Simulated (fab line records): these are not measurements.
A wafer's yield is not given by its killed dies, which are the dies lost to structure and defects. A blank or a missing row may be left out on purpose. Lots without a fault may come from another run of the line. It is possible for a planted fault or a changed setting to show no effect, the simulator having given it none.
fab line records / flow nand_harc
[record] lots = 7 wafers = 21 last_day = 24
route steps=1159 shown P_GATE@195
lots with no fault: from the same line, run without faults
start_h: hours from the record's first day to the start of the lot's first wafer shown / wait_h: how many hours have passed since the lot's step before this one / " unchanged from the row above / L1.1+2: a row that stands for several wafers / - no value, or no start was given / * or withheld: withheld / < > ~ a bound
route shown NAME@n: a module of which the file shows steps, and the number in the route of the first / usual: the fault-free wafers' mean and standard deviation / same: alike in all rows / chamber/n: place in a boat / sites: the reading at each site / _std_site: standard deviation across them / _edge_site: mean of outer sites minus mean of inner sites / radius_mm: how far each site lies from the wafer's centre / mask NAME#n: copy n / behind: the tool/chamber that last shaped the wafer / hold: the reason the lot was held/the length of the hold in hours/how it ended / device: the transistor (n, p or np) that didn't switch / end of line: tests of these same wafers at the route's end / for a step that has no rows: nothing shown but its recipe / killed: the dies lost at the first sort to structure and to defects; this is not the yield of the wafer / map: the dies of a wafer, with x for killed, . for not killed, _ for no die there
set.NAME: setting as actually run; set.NAME@STEP: the setting as run at that earlier step / model.NAME: the simulator's own value behind a step, which no gauge read
lots seen at some steps along the route; tables by step, rows by wafer
services: when a tool's chamber went out of use (start_h, in hours from the record's first day, below 0 if earlier), for how many hours, and the reason
[[steps]]
[step NHARC_P_GATE_SOFTBAKE_86]
[recipe] temp_c = 122 time_s = 95
[step NHARC_P_GATE_EBR_87]
[step NHARC_P_GATE_EXPOSE_88]
[recipe] na = 0.6 target_cd_nm = 2000 dose_mj = 11.87 mask_id = P_HVN
[step NHARC_P_GATE_PEB_89]
[recipe] peb_temp_c = 118 peb_time_s = 85
[step NHARC_P_GATE_DEVELOP_90]
[recipe] time_s = 70
[step NHARC_P_GATE_CD_MEAS_91]
[recipe] target_cd_nm = 2000 landing_energy_ev = 500
[usual] cd_nm = 2000.1/1.1
lot.wafer=L630.1 tool=cd_sem-01 chamber=0 start_h=127.56 wait_h=- cd_nm=2001.7
lot.wafer=L630.5 tool=cd_sem-01 chamber=0 start_h=127.56 wait_h=- cd_nm=2002.5
lot.wafer=L630.6 tool=cd_sem-01 chamber=0 start_h=127.56 wait_h=- cd_nm=2000.2
lot.wafer=L635.2 tool=cd_sem-03 chamber=0 start_h=160.95 wait_h=- cd_nm=2000.2
lot.wafer=L635.3 tool=cd_sem-03 chamber=0 start_h=160.95 wait_h=- cd_nm=1999.0
lot.wafer=L635.4 tool=cd_sem-03 chamber=0 start_h=160.95 wait_h=- cd_nm=2000.2
lot.wafer=L636.4 tool=cd_sem-01 chamber=0 start_h=161.25 wait_h=- cd_nm=1999.8
lot.wafer=L636.5 tool=cd_sem-01 chamber=0 start_h=161.25 wait_h=- cd_nm=1998.1
lot.wafer=L636.6 tool=cd_sem-01 chamber=0 start_h=161.25 wait_h=- cd_nm=1999.1
lot.wafer=L640.4 tool=cd_sem-02 chamber=0 start_h=182.43 wait_h=- cd_nm=1999.1
lot.wafer=L640.5 tool=cd_sem-02 chamber=0 start_h=182.43 wait_h=- cd_nm=1999.3
lot.wafer=L640.6 tool=cd_sem-02 chamber=0 start_h=182.43 wait_h=- cd_nm=1999.2
lot.wafer=L641.2 tool=cd_sem-03 chamber=0 start_h=197.31 wait_h=- cd_nm=1998.1
lot.wafer=L641.4 tool=cd_sem-03 chamber=0 start_h=197.31 wait_h=- cd_nm=1999.8
lot.wafer=L641.5 tool=cd_sem-03 chamber=0 start_h=197.31 wait_h=- cd_nm=1999.5
lot.wafer=L645.1 tool=cd_sem-02 chamber=0 start_h=214.50 wait_h=- cd_nm=2001.3
lot.wafer=L645.4 tool=cd_sem-02 chamber=0 start_h=214.50 wait_h=- cd_nm=2000.7
lot.wafer=L645.5 tool=cd_sem-02 chamber=0 start_h=214.50 wait_h=- cd_nm=2000.9
lot.wafer=L648.4 tool=cd_sem-03 chamber=0 start_h=232.18 wait_h=- cd_nm=2001.5
lot.wafer=L648.5 tool=cd_sem-03 chamber=0 start_h=232.18 wait_h=- cd_nm=1999.3
lot.wafer=L648.6 tool=cd_sem-03 chamber=0 start_h=232.18 wait_h=- cd_nm=2001.4
[step NHARC_P_GATE_HARDBAKE_92]
[recipe] temp_c = 125 time_s = 80
[step NHARC_P_GATE_DESCUM_93]
[recipe] time_s = 3 o2_flow_sccm = 200 ar_flow_sccm = 0 bias_power_w = 0 chemistry = O2
[usual] drypump_motor_current_A = 5.95/0.22 oes_product_au = 1.000/0.0079 rf_vpp_V = 57.8/0.97 showerhead_plenum_p_Torr = 1.91/0.086 throttle_valve_pct = 11.312/0.0097
lot.wafer=L630.1 tool=rie_diel-12 chamber=0 start_h=127.74 wait_h=- drypump_motor_current_A=6.11 oes_product_au=1.013 rf_hours_counter_h=32 rf_vpp_V=59.1 showerhead_plenum_p_Torr=1.94 throttle_valve_pct=11.319
lot.wafer=L630.5 tool=rie_diel-12 chamber=2 start_h=127.74 wait_h=- drypump_motor_current_A=5.57 oes_product_au=0.999 rf_hours_counter_h=- rf_vpp_V=59.2 showerhead_plenum_p_Torr=1.91 throttle_valve_pct=11.318
lot.wafer=L630.6 tool=rie_diel-12 chamber=3 start_h=127.74 wait_h=- drypump_motor_current_A=6.21 oes_product_au=0.994 rf_hours_counter_h=- rf_vpp_V=57.9 showerhead_plenum_p_Torr=2.02 throttle_valve_pct=11.316
lot.wafer=L635.4 tool=rie_diel-02 chamber=1 start_h=161.11 wait_h=- drypump_motor_current_A=6.23 oes_product_au=1.014 rf_hours_counter_h=0 rf_vpp_V=58.7 showerhead_plenum_p_Torr=2.03 throttle_valve_pct=11.291
lot.wafer=L635.2 tool=rie_diel-02 chamber=3 start_h=161.11 wait_h=- drypump_motor_current_A=6.01 oes_product_au=0.997 rf_hours_counter_h=0 rf_vpp_V=58.1 showerhead_plenum_p_Torr=1.85 throttle_valve_pct=11.316
lot.wafer=L635.3 tool=rie_diel-02 chamber=0 start_h=161.11 wait_h=- drypump_motor_current_A=6.03 oes_product_au=1.017 rf_hours_counter_h=0 rf_vpp_V=58.2 showerhead_plenum_p_Torr=1.89 throttle_valve_pct=11.303
lot.wafer=L636.4 tool=rie_diel-02 chamber=1 start_h=161.44 wait_h=- drypump_motor_current_A=6.22 oes_product_au=0.999 rf_hours_counter_h=0 rf_vpp_V=57.6 showerhead_plenum_p_Torr=2.03 throttle_valve_pct=11.313
lot.wafer=L636.5 tool=rie_diel-02 chamber=2 start_h=161.44 wait_h=- drypump_motor_current_A=6.03 oes_product_au=0.993 rf_hours_counter_h=- rf_vpp_V=58.4 showerhead_plenum_p_Torr=1.86 throttle_valve_pct=11.320
lot.wafer=L636.6 tool=rie_diel-02 chamber=3 start_h=161.44 wait_h=- drypump_motor_current_A=5.98 oes_product_au=0.993 rf_hours_counter_h=- rf_vpp_V=57.6 showerhead_plenum_p_Torr=1.85 throttle_valve_pct=11.327
lot.wafer=L640.4 tool=rie_diel-01 chamber=2 start_h=182.63 wait_h=- drypump_motor_current_A=5.72 oes_product_au=1.000 rf_hours_counter_h=15 rf_vpp_V=56.5 showerhead_plenum_p_Torr=1.81 throttle_valve_pct=11.311
lot.wafer=L640.6 tool=rie_diel-01 chamber=0 start_h=182.63 wait_h=- drypump_motor_current_A=5.69 oes_product_au=1.011 rf_hours_counter_h=- rf_vpp_V=57.5 showerhead_plenum_p_Torr=1.80 throttle_valve_pct=11.302
lot.wafer=L640.5 tool=rie_diel-01 chamber=1 start_h=182.63 wait_h=- drypump_motor_current_A=6.12 oes_product_au=1.003 rf_hours_counter_h=- rf_vpp_V=58.4 showerhead_plenum_p_Torr=2.01 throttle_valve_pct=11.313
lot.wafer=L641.4 tool=rie_diel-02 chamber=1 start_h=197.47 wait_h=- drypump_motor_current_A=6.22 oes_product_au=1.005 rf_hours_counter_h=5 rf_vpp_V=58.5 showerhead_plenum_p_Torr=2.03 throttle_valve_pct=11.317
lot.wafer=L641.2 tool=rie_diel-02 chamber=0 start_h=197.47 wait_h=- drypump_motor_current_A=5.98 oes_product_au=0.994 rf_hours_counter_h=6 rf_vpp_V=58.7 showerhead_plenum_p_Torr=1.89 throttle_valve_pct=11.330
lot.wafer=L641.5 tool=rie_diel-02 chamber=1 start_h=197.47 wait_h=- drypump_motor_current_A=6.23 oes_product_au=1.004 rf_hours_counter_h=- rf_vpp_V=58.2 showerhead_plenum_p_Torr=2.03 throttle_valve_pct=11.302
lot.wafer=L645.1 tool=rie_diel-01 chamber=2 start_h=214.66 wait_h=- drypump_motor_current_A=5.69 oes_product_au=0.990 rf_hours_counter_h=26 rf_vpp_V=56.5 showerhead_plenum_p_Torr=1.81 throttle_valve_pct=11.295
lot.wafer=L645.4 tool=rie_diel-01 chamber=1 start_h=214.66 wait_h=- drypump_motor_current_A=6.11 oes_product_au=1.005 rf_hours_counter_h=26 rf_vpp_V=57.6 showerhead_plenum_p_Torr=2.00 throttle_valve_pct=11.307
lot.wafer=L645.5 tool=rie_diel-01 chamber=3 start_h=214.66 wait_h=- drypump_motor_current_A=5.59 oes_product_au=1.005 rf_hours_counter_h=- rf_vpp_V=59.1 showerhead_plenum_p_Torr=2.07 throttle_valve_pct=11.303
lot.wafer=L648.4 tool=rie_diel-02 chamber=3 start_h=232.37 wait_h=- drypump_motor_current_A=5.97 oes_product_au=0.986 rf_hours_counter_h=12 rf_vpp_V=57.1 showerhead_plenum_p_Torr=1.85 throttle_valve_pct=11.321
lot.wafer=L648.6 tool=rie_diel-02 chamber=0 start_h=232.37 wait_h=- drypump_motor_current_A=6.02 oes_product_au=0.992 rf_hours_counter_h=- rf_vpp_V=58.1 showerhead_plenum_p_Torr=1.89 throttle_valve_pct=11.317
lot.wafer=L648.5 tool=rie_diel-02 chamber=1 start_h=232.37 wait_h=- drypump_motor_current_A=6.22 oes_product_au=1.000 rf_hours_counter_h=- rf_vpp_V=57.5 showerhead_plenum_p_Torr=2.03 throttle_valve_pct=11.301
[step NHARC_P_GATE_IMPLANT_94]
[recipe] energy_kev = 60 dose_cm2 = 2e+15 tilt_deg = 7
[step NHARC_P_GATE_STRIP_113]
[recipe] power_w = 1500 temp_c = 110 time_s = 740 chemistry = N2/H2
[usual] drypump_motor_current_A = 5.8/0.49 heater_power_w = 93/12
lot.wafer=L630.1 tool=plasma_asher-02 chamber=0 start_h=128.09 wait_h=0.2 drypump_motor_current_A=6.1 heater_power_w=83 rf_hours_counter_h=39
lot.wafer=L630.6 tool=plasma_asher-02 chamber=0 start_h=128.09 wait_h=0.2 drypump_motor_current_A=6.1 heater_power_w=84 rf_hours_counter_h=-
lot.wafer=L630.5 tool=plasma_asher-02 chamber=1 start_h=128.09 wait_h=0.2 drypump_motor_current_A=6.2 heater_power_w=89 rf_hours_counter_h=-
lot.wafer=L635.2 tool=plasma_asher-02 chamber=0 start_h=161.60 wait_h=0.3 drypump_motor_current_A=6.1 heater_power_w=82 rf_hours_counter_h=49
lot.wafer=L635.4 tool=plasma_asher-02 chamber=1 start_h=161.60 wait_h=0.3 drypump_motor_current_A=6.2 heater_power_w=90 rf_hours_counter_h=-
lot.wafer=L635.3 tool=plasma_asher-02 chamber=0 start_h=161.60 wait_h=0.3 drypump_motor_current_A=6.1 heater_power_w=85 rf_hours_counter_h=-
lot.wafer=L636.4 tool=plasma_asher-01 chamber=1 start_h=162.45 wait_h=0.8 drypump_motor_current_A=5.0 heater_power_w=112 rf_hours_counter_h=-
lot.wafer=L636.5 tool=plasma_asher-01 chamber=1 start_h=162.45 wait_h=0.8 drypump_motor_current_A=5.0 heater_power_w=115 rf_hours_counter_h=-
lot.wafer=L636.6 tool=plasma_asher-01 chamber=0 start_h=162.45 wait_h=0.8 drypump_motor_current_A=5.7 heater_power_w=90 rf_hours_counter_h=-
lot.wafer=L640.4 tool=plasma_asher-02 chamber=1 start_h=183.21 wait_h=0.3 drypump_motor_current_A=6.2 heater_power_w=90 rf_hours_counter_h=-
lot.wafer=L640.5 tool=plasma_asher-02 chamber=1 start_h=183.21 wait_h=0.3 drypump_motor_current_A=6.2 heater_power_w=90 rf_hours_counter_h=-
lot.wafer=L640.6 tool=plasma_asher-02 chamber=0 start_h=183.21 wait_h=0.3 drypump_motor_current_A=6.1 heater_power_w=81 rf_hours_counter_h=-
lot.wafer=L641.2 tool=plasma_asher-02 chamber=0 start_h=197.83 wait_h=0.2 drypump_motor_current_A=6.1 heater_power_w=84 rf_hours_counter_h=1
lot.wafer=L641.4 tool=plasma_asher-02 chamber=0 start_h=197.83 wait_h=0.2 drypump_motor_current_A=6.1 heater_power_w=86 rf_hours_counter_h=-
lot.wafer=L641.5 tool=plasma_asher-02 chamber=1 start_h=197.83 wait_h=0.2 drypump_motor_current_A=6.2 heater_power_w=90 rf_hours_counter_h=-
lot.wafer=L645.1 tool=plasma_asher-02 chamber=1 start_h=215.15 wait_h=0.3 drypump_motor_current_A=6.2 heater_power_w=89 rf_hours_counter_h=7
lot.wafer=L645.4 tool=plasma_asher-02 chamber=1 start_h=215.15 wait_h=0.3 drypump_motor_current_A=6.2 heater_power_w=92 rf_hours_counter_h=-
lot.wafer=L645.5 tool=plasma_asher-02 chamber=1 start_h=215.15 wait_h=0.3 drypump_motor_current_A=6.2 heater_power_w=92 rf_hours_counter_h=-
lot.wafer=L648.4 tool=plasma_asher-01 chamber=0 start_h=232.94 wait_h=0.3 drypump_motor_current_A=5.6 heater_power_w=87 rf_hours_counter_h=-
lot.wafer=L648.6 tool=plasma_asher-01 chamber=0 start_h=232.94 wait_h=0.3 drypump_motor_current_A=5.6 heater_power_w=86 rf_hours_counter_h=-
lot.wafer=L648.5 tool=plasma_asher-01 chamber=1 start_h=232.94 wait_h=0.3 drypump_motor_current_A=5.0 heater_power_w=114 rf_hours_counter_h=-
[step NHARC_P_GATE_STRIP_95]
[recipe] power_w = 1500 temp_c = 250 chemistry = O2
[usual] drypump_motor_current_A = 5.8/0.48 heater_power_w = 349/44
lot.wafer=L630.1 tool=plasma_asher-02 chamber=0 start_h=128.80 wait_h=0.6 drypump_motor_current_A=6.1 heater_power_w=307 rf_hours_counter_h=40
lot.wafer=L630.6 tool=plasma_asher-02 chamber=0 start_h=128.80 wait_h=0.6 drypump_motor_current_A=6.1 heater_power_w=311 rf_hours_counter_h=-
lot.wafer=L630.5 tool=plasma_asher-02 chamber=1 start_h=128.80 wait_h=0.6 drypump_motor_current_A=6.2 heater_power_w=340 rf_hours_counter_h=-
lot.wafer=L635.2 tool=plasma_asher-02 chamber=0 start_h=162.20 wait_h=0.5 drypump_motor_current_A=6.1 heater_power_w=310 rf_hours_counter_h=50
lot.wafer=L635.4 tool=plasma_asher-02 chamber=1 start_h=162.20 wait_h=0.5 drypump_motor_current_A=6.2 heater_power_w=341 rf_hours_counter_h=-
lot.wafer=L635.3 tool=plasma_asher-02 chamber=0 start_h=162.20 wait_h=0.5 drypump_motor_current_A=6.1 heater_power_w=309 rf_hours_counter_h=-
lot.wafer=L636.4 tool=plasma_asher-01 chamber=1 start_h=162.95 wait_h=0.4 drypump_motor_current_A=5.0 heater_power_w=423 rf_hours_counter_h=-
lot.wafer=L636.5 tool=plasma_asher-01 chamber=1 start_h=162.95 wait_h=0.4 drypump_motor_current_A=5.0 heater_power_w=421 rf_hours_counter_h=-
lot.wafer=L636.6 tool=plasma_asher-01 chamber=0 start_h=162.95 wait_h=0.4 drypump_motor_current_A=5.7 heater_power_w=326 rf_hours_counter_h=-
lot.wafer=L640.4 tool=plasma_asher-02 chamber=1 start_h=183.71 wait_h=0.4 drypump_motor_current_A=6.3 heater_power_w=326 rf_hours_counter_h=-
lot.wafer=L640.5 tool=plasma_asher-02 chamber=1 start_h=183.71 wait_h=0.4 drypump_motor_current_A=6.2 heater_power_w=327 rf_hours_counter_h=-
lot.wafer=L640.6 tool=plasma_asher-02 chamber=0 start_h=183.71 wait_h=0.4 drypump_motor_current_A=6.1 heater_power_w=312 rf_hours_counter_h=-
lot.wafer=L641.2 tool=plasma_asher-02 chamber=0 start_h=198.54 wait_h=0.6 drypump_motor_current_A=6.1 heater_power_w=323 rf_hours_counter_h=2
lot.wafer=L641.4 tool=plasma_asher-02 chamber=0 start_h=198.54 wait_h=0.6 drypump_motor_current_A=6.1 heater_power_w=316 rf_hours_counter_h=-
lot.wafer=L641.5 tool=plasma_asher-02 chamber=1 start_h=198.54 wait_h=0.6 drypump_motor_current_A=6.2 heater_power_w=344 rf_hours_counter_h=-
lot.wafer=L645.1 tool=plasma_asher-02 chamber=1 start_h=215.75 wait_h=0.5 drypump_motor_current_A=6.2 heater_power_w=334 rf_hours_counter_h=8
lot.wafer=L645.4 tool=plasma_asher-02 chamber=1 start_h=215.75 wait_h=0.5 drypump_motor_current_A=6.2 heater_power_w=343 rf_hours_counter_h=-
lot.wafer=L645.5 tool=plasma_asher-02 chamber=1 start_h=215.75 wait_h=0.5 drypump_motor_current_A=6.2 heater_power_w=333 rf_hours_counter_h=-
lot.wafer=L648.4 tool=plasma_asher-01 chamber=0 start_h=233.44 wait_h=0.4 drypump_motor_current_A=5.6 heater_power_w=327 rf_hours_counter_h=-
lot.wafer=L648.6 tool=plasma_asher-01 chamber=0 start_h=233.44 wait_h=0.4 drypump_motor_current_A=5.6 heater_power_w=322 rf_hours_counter_h=-
lot.wafer=L648.5 tool=plasma_asher-01 chamber=1 start_h=233.44 wait_h=0.4 drypump_motor_current_A=5.0 heater_power_w=426 rf_hours_counter_h=-
[step NHARC_P_GATE_STRIP_96]
[recipe] time_s = 900 temp_c = 130 chemistry = SPM
[step NHARC_P_GATE_RTA_64]
[recipe] temp_c = 1050 time_s = 1
[usual] anneal_temp_c_max = 1056.7/2.8 lamp_power_pct = 32.0/0.58 lamp_zone_1_pct = 32.0/0.58 wafer_temp_C_max = 1054.7/0.82
lot.wafer=L630.1 tool=rtp_anneal-02 chamber=0 start_h=129.38 wait_h=- anneal_temp_c_max=1053.8 lamp_power_pct=32.7 lamp_zone_1_pct=32.7 wafer_temp_C_max=1055.0
lot.wafer=L630.5 tool=rtp_anneal-02 chamber=0 start_h=129.38 wait_h=- anneal_temp_c_max=1053.4 lamp_power_pct=32.7 lamp_zone_1_pct=32.6 wafer_temp_C_max=1054.3
lot.wafer=L630.6 tool=rtp_anneal-02 chamber=0 start_h=129.38 wait_h=- anneal_temp_c_max=1054.1 lamp_power_pct=32.7 lamp_zone_1_pct=32.7 wafer_temp_C_max=1055.0
lot.wafer=L635.2 tool=rtp_anneal-01 chamber=- start_h=162.78 wait_h=- anneal_temp_c_max=- lamp_power_pct=- lamp_zone_1_pct=- wafer_temp_C_max=-
lot.wafer=L635.3 tool=rtp_anneal-01 chamber=- start_h=162.78 wait_h=- anneal_temp_c_max=- lamp_power_pct=- lamp_zone_1_pct=- wafer_temp_C_max=-
lot.wafer=L635.4 tool=rtp_anneal-01 chamber=- start_h=162.78 wait_h=- anneal_temp_c_max=- lamp_power_pct=- lamp_zone_1_pct=- wafer_temp_C_max=-
lot.wafer=L636.4 tool=rtp_anneal-01 chamber=- start_h=163.82 wait_h=- anneal_temp_c_max=- lamp_power_pct=- lamp_zone_1_pct=- wafer_temp_C_max=-
lot.wafer=L636.5 tool=rtp_anneal-01 chamber=- start_h=163.82 wait_h=- anneal_temp_c_max=- lamp_power_pct=- lamp_zone_1_pct=- wafer_temp_C_max=-
lot.wafer=L636.6 tool=rtp_anneal-01 chamber=- start_h=163.82 wait_h=- anneal_temp_c_max=- lamp_power_pct=- lamp_zone_1_pct=- wafer_temp_C_max=-
lot.wafer=L640.4 tool=rtp_anneal-01 chamber=- start_h=184.35 wait_h=- anneal_temp_c_max=- lamp_power_pct=- lamp_zone_1_pct=- wafer_temp_C_max=-
lot.wafer=L640.5 tool=rtp_anneal-01 chamber=- start_h=184.35 wait_h=- anneal_temp_c_max=- lamp_power_pct=- lamp_zone_1_pct=- wafer_temp_C_max=-
lot.wafer=L640.6 tool=rtp_anneal-01 chamber=- start_h=184.35 wait_h=- anneal_temp_c_max=- lamp_power_pct=- lamp_zone_1_pct=- wafer_temp_C_max=-
lot.wafer=L641.2 tool=rtp_anneal-01 chamber=0 start_h=199.13 wait_h=- anneal_temp_c_max=1060.2 lamp_power_pct=31.5 lamp_zone_1_pct=31.5 wafer_temp_C_max=1054.2
lot.wafer=L641.4 tool=rtp_anneal-01 chamber=0 start_h=199.13 wait_h=- anneal_temp_c_max=1057.1 lamp_power_pct=31.4 lamp_zone_1_pct=31.4 wafer_temp_C_max=1053.7
lot.wafer=L641.5 tool=rtp_anneal-01 chamber=0 start_h=199.13 wait_h=- anneal_temp_c_max=1059.7 lamp_power_pct=31.5 lamp_zone_1_pct=31.4 wafer_temp_C_max=1054.8
lot.wafer=L645.1 tool=rtp_anneal-02 chamber=0 start_h=216.30 wait_h=- anneal_temp_c_max=1053.4 lamp_power_pct=32.7 lamp_zone_1_pct=32.7 wafer_temp_C_max=1054.3
lot.wafer=L645.4 tool=rtp_anneal-02 chamber=0 start_h=216.30 wait_h=- anneal_temp_c_max=1054.6 lamp_power_pct=32.6 lamp_zone_1_pct=32.6 wafer_temp_C_max=1054.6
lot.wafer=L645.5 tool=rtp_anneal-02 chamber=0 start_h=216.30 wait_h=- anneal_temp_c_max=1054.1 lamp_power_pct=32.7 lamp_zone_1_pct=32.7 wafer_temp_C_max=1053.5
lot.wafer=L648.4 tool=rtp_anneal-01 chamber=0 start_h=234.07 wait_h=- anneal_temp_c_max=1056.6 lamp_power_pct=31.6 lamp_zone_1_pct=31.5 wafer_temp_C_max=1054.2
lot.wafer=L648.5 tool=rtp_anneal-01 chamber=0 start_h=234.07 wait_h=- anneal_temp_c_max=1058.4 lamp_power_pct=31.5 lamp_zone_1_pct=31.5 wafer_temp_C_max=1054.3
lot.wafer=L648.6 tool=rtp_anneal-01 chamber=0 start_h=234.07 wait_h=- anneal_temp_c_max=1060.7 lamp_power_pct=31.5 lamp_zone_1_pct=31.5 wafer_temp_C_max=1054.2
[step NHARC_P_GATE_ETCH_77]
[recipe] target_depth_a = 60 chemistry = dHF material = SiO2
[[services]]
tool=rie_diel-02 chamber=0 start_h=105.35 hours=- kind=clean
tool=rie_diel-02 chamber=1 start_h=105.35 hours=- kind=clean
tool=rie_diel-02 chamber=2 start_h=105.35 hours=- kind=clean
tool=rie_diel-02 chamber=3 start_h=105.35 hours=- kind=clean
tool=plasma_asher-01 chamber=0 start_h=108.00 hours=- kind=clean
tool=plasma_asher-01 chamber=1 start_h=108.00 hours=- kind=clean
tool=plasma_asher-01 chamber=- start_h=110.03 hours=0.9 kind=repair
tool=rie_diel-01 chamber=2 start_h=113.03 hours=9.2 kind=repair
tool=plasma_asher-02 chamber=- start_h=116.86 hours=1.7 kind=repair
tool=rie_diel-02 chamber=1 start_h=118.07 hours=3.5 kind=repair
tool=rie_diel-02 chamber=0 start_h=129.85 hours=- kind=clean
tool=rie_diel-02 chamber=1 start_h=129.85 hours=- kind=clean
tool=rie_diel-02 chamber=2 start_h=129.85 hours=- kind=clean
tool=rie_diel-02 chamber=3 start_h=129.85 hours=- kind=clean
tool=rie_diel-01 chamber=- start_h=137.80 hours=9.0 kind=pm
tool=rie_diel-02 chamber=- start_h=150.70 hours=9.0 kind=pm
tool=rie_diel-02 chamber=0 start_h=150.70 hours=9.0 kind=vent_cycle
tool=rie_diel-02 chamber=1 start_h=150.70 hours=9.0 kind=vent_cycle
tool=rie_diel-02 chamber=2 start_h=150.70 hours=9.0 kind=vent_cycle
tool=plasma_asher-02 chamber=1 start_h=183.76 hours=9.0 kind=vent_cycle
tool=plasma_asher-02 chamber=0 start_h=192.76 hours=- kind=clean
tool=plasma_asher-02 chamber=1 start_h=192.76 hours=- kind=clean
tool=rie_diel-12 chamber=- start_h=202.40 hours=9.0 kind=pm
tool=plasma_asher-02 chamber=- start_h=217.51 hours=1.1 kind=repair
[[key]]
[first_sign] step = NHARC_P_GATE_RTA_64 reading = tool_record direction = missing
effect none on later readings
met_at NHARC_P_GATE_RTA_64
struck_wafers L635.2,L635.3,L635.4,L636.4,L636.5,L636.6,L640.4,L640.5,L640.6
later_rows_left_out L635.2,L635.3,L635.4,L636.4,L636.5,L636.6,L640.4,L640.5,L640.6
sort_left_out L635.2,L635.3,L635.4,L636.4,L636.5,L636.6,L640.4,L640.5,L640.6
tester_left_out L635,L636,L640
[fault] kind = skipped_step_whole tool = rtp_anneal-01 chamber = - onset_h = 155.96 steps = NHARC_P_GATE_RTA_64 scope = struck_lots_only
// tester_left_out: of these lots the tester's yield and bins aren't shown, on N5 and GAA mostly nor the transistor test; their killed dies are dies lost to structure and defects alone, not to doping, threshold or leakage, so they don't give the yield
// sort_left_out: the simulated sort isn't trusted on such a fault, so these wafers' sort isn't shown, and their yield isn't known
// later_rows_left_out: the simulator's readings of these wafers behind a module that went badly wrong aren't trusted and aren't shown, but for the sort
